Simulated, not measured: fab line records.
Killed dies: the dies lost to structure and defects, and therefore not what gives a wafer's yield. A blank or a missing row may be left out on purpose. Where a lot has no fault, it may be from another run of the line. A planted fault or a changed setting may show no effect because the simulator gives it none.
Chamber matching :: flow nand_harc :: NHARC_P_CONTACT_ALD_22 on ald_metal-03 has 4 sister chambers
The step deposits TiN, target thk 3 nm, pulse time 1 s, ald cycles 150. 16 wafers are shown with their chamber, then 8 later ones without.

== WAFERS, EACH WITH ITS CHAMBER ==
wafer: L076.1
chamber: 2
heater_power_w (W): 1084
heater_power_outer_w (W): 629
precursor_pulse_height_rel: 0.977

wafer: L076.2
chamber: 3
heater_power_w (W): 1141
heater_power_outer_w (W): 745
precursor_pulse_height_rel: 0.984

wafer: L076.5
chamber: 1
heater_power_w (W): 1101
heater_power_outer_w (W): 729
precursor_pulse_height_rel: 0.985

wafer: L077.1
chamber: 2
heater_power_w (W): 1054
heater_power_outer_w (W): 639
precursor_pulse_height_rel: 1.018

wafer: L077.5
chamber: 2
heater_power_w (W): 1055
heater_power_outer_w (W): 640
precursor_pulse_height_rel: 1.020

wafer: L077.6
chamber: 1
heater_power_w (W): 1130
heater_power_outer_w (W): 703
precursor_pulse_height_rel: 1.006

wafer: L082.2
chamber: 1
heater_power_w (W): 1118
heater_power_outer_w (W): 735
precursor_pulse_height_rel: 1.019

wafer: L082.5
chamber: 0
heater_power_w (W): 1446
heater_power_outer_w (W): 911
precursor_pulse_height_rel: 1.011

wafer: L082.6
chamber: 1
heater_power_w (W): 1149
heater_power_outer_w (W): 706
precursor_pulse_height_rel: 0.995

wafer: L089.1
chamber: 3
heater_power_w (W): 1144
heater_power_outer_w (W): 753
precursor_pulse_height_rel: 1.016

wafer: L089.4
chamber: 0
heater_power_w (W): 1421
heater_power_outer_w (W): 880
precursor_pulse_height_rel: 1.005

wafer: L089.6
chamber: 1
heater_power_w (W): 1123
heater_power_outer_w (W): 734
precursor_pulse_height_rel: 0.995

wafer: L091.4
chamber: 0
heater_power_w (W): 1390
heater_power_outer_w (W): 906
precursor_pulse_height_rel: 1.017

wafer: L091.5
chamber: 1
heater_power_w (W): 1157
heater_power_outer_w (W): 752
precursor_pulse_height_rel: 0.947

wafer: L091.6
chamber: 3
heater_power_w (W): 1142
heater_power_outer_w (W): 737
precursor_pulse_height_rel: 0.997

wafer: L092.2
chamber: 1
heater_power_w (W): 1148
heater_power_outer_w (W): 744
precursor_pulse_height_rel: 1.007

SIGNATURES (averages over the wafers above)
reading: heater_power_w
chamber 0: 1419.00
chamber 1: 1132.29
chamber 2: 1064.33
chamber 3: 1142.33
scatter within a chamber: 19.5

reading: heater_power_outer_w
chamber 0: 899.00
chamber 1: 729.00
chamber 2: 636.00
chamber 3: 745.00
scatter within a chamber: 15.2

reading: precursor_pulse_height_rel
chamber 0: 1.01100
chamber 1: 0.99343
chamber 2: 1.00500
chamber 3: 0.99900
scatter within a chamber: 0.0204
Rule: for each reading, subtract the chamber's mean from the wafer's reading, divide by that reading's scatter and square the result; add these up over the readings and take the root, which gives the wafer's distance from the chamber. The wafer belongs to the nearest chamber; if the next one is less than 2 further off, it can't be placed. The scatter is the square root of a quotient: the sum, over the shown wafers, of each reading's squared deviation from its chamber's mean, divided by wafers minus chambers.

== WAFERS WITHOUT THEIR CHAMBER ==
wafer: L092.5
heater_power_w (W): 1122
heater_power_outer_w (W): 729
precursor_pulse_height_rel: 0.998

wafer: L092.6
heater_power_w (W): 1434
heater_power_outer_w (W): 870
precursor_pulse_height_rel: 0.969

wafer: L094.2
heater_power_w (W): 1404
heater_power_outer_w (W): 882
precursor_pulse_height_rel: 0.980

wafer: L094.3
heater_power_w (W): 1123
heater_power_outer_w (W): 747
precursor_pulse_height_rel: 0.992

wafer: L094.4
heater_power_w (W): 1404
heater_power_outer_w (W): 910
precursor_pulse_height_rel: 1.004

wafer: L097.2
heater_power_w (W): 1410
heater_power_outer_w (W): 881
precursor_pulse_height_rel: 1.011

wafer: L097.5
heater_power_w (W): 1143
heater_power_outer_w (W): 746
precursor_pulse_height_rel: 1.001

wafer: L097.6
heater_power_w (W): 1423
heater_power_outer_w (W): 886
precursor_pulse_height_rel: 0.985

== CHAMBER TAKEN BY EACH ==
wafer: L092.5
from the rows above: can't be placed: 1 or 3
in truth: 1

wafer: L092.6
from the rows above: 0
in truth: 0

wafer: L094.2
from the rows above: 0
in truth: 0

wafer: L094.3
from the rows above: can't be placed: 3 or 1
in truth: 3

wafer: L094.4
from the rows above: 0
in truth: 0

wafer: L097.2
from the rows above: 0
in truth: 0

wafer: L097.5
from the rows above: can't be placed: 3 or 1
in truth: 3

wafer: L097.6
from the rows above: 0
in truth: 0
Correct placement for 5 of the 8. Cannot be placed on the basis of these rows: 3; the candidates contain the true chamber in 3. Number placed wrongly: 0.
